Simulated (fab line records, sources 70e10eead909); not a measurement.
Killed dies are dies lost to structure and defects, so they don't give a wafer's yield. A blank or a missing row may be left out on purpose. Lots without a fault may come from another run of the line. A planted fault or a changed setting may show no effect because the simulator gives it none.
Chamber matching | flow nand_harc | NHARC_P_M1_DESCUM_14 on rie_diel-08: 4 sister chambers
The step chemistry O2, time 3 s. 14 wafers are shown with their chamber, then 7 later ones without.

WAFERS WITH THEIR CHAMBER
wafer  | chamber | showerhead_plenum_p_Torr (Torr) | oes_product_au (a.u.) | rf_vpp_V (V)
L077.1 | 2       | 1.98                            | 1.004                 | 57.6
L077.5 | 0       | 2.05                            | 0.975                 | 58.5
L077.6 | 1       | 1.99                            | 0.995                 | 58.8
L081.1 | 2       | 1.98                            | 1.007                 | 57.2
L081.2 | 1       | 1.99                            | 0.998                 | 58.7
L081.4 | 3       | 1.96                            | 1.002                 | 56.8
L086.2 | 2       | 1.98                            | 1.008                 | 59.3
L086.3 | 3       | 1.96                            | 0.992                 | 58.6
L086.4 | 1       | 1.99                            | 1.003                 | 58.0
L091.4 | 0       | 2.05                            | 0.973                 | 58.2
L091.5 | 0       | 2.05                            | 0.967                 | 56.9
L091.6 | 3       | 1.96                            | 0.997                 | 56.9
L092.2 | 0       | 2.05                            | 0.981                 | 58.1
L092.5 | 2       | 1.97                            | 1.005                 | 58.3

SIGNATURES (means of the wafers above)
reading                  | chamber 0 | chamber 1 | chamber 2 | chamber 3 | scatter within a chamber
showerhead_plenum_p_Torr | 2.0500    | 1.9900    | 1.9775    | 1.9600    | 0.00274
oes_product_au           | 0.97400   | 0.99867   | 1.00600   | 0.99700   | 0.00439
rf_vpp_V                 | 57.925    | 58.500    | 58.100    | 57.433    | 0.803
Rule: a wafer's distance from a chamber is the root of the sum, over the readings, of the square of ((its reading less the chamber's mean) divided by the reading's scatter). The wafer belongs to the nearest chamber; if the next one is less than 2 further off, it can't be placed. The scatter: the root of (the sum of the squares of (reading less its chamber's mean) over the shown wafers, divided by (wafers less chambers)).

WAFERS WITHOUT THEIR CHAMBER
wafer  | showerhead_plenum_p_Torr (Torr) | oes_product_au (a.u.) | rf_vpp_V (V)
L092.6 | 1.99                            | 1.008                 | 57.6
L093.1 | 1.97                            | 1.009                 | 58.0
L093.3 | 1.99                            | 1.008                 | 60.3
L093.5 | 1.96                            | 0.999                 | 59.8
L096.4 | 1.96                            | 1.007                 | 57.9
L096.5 | 2.04                            | 0.973                 | 57.0
L096.6 | 1.99                            | 1.003                 | 57.8

WHICH CHAMBER EACH WENT THROUGH
wafer  | from the rows above     | in truth
L092.6 | 1                       | 1
L093.1 | can't be placed: 2 or 3 | 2
L093.3 | 1                       | 1
L093.5 | 3                       | 3
L096.4 | 3                       | 3
L096.5 | 0                       | 0
L096.6 | 1                       | 1
Placed correctly: 6 of 7. Can't be placed from these rows: 1 (the true chamber is among the candidates in 1). Placed wrongly: 0.
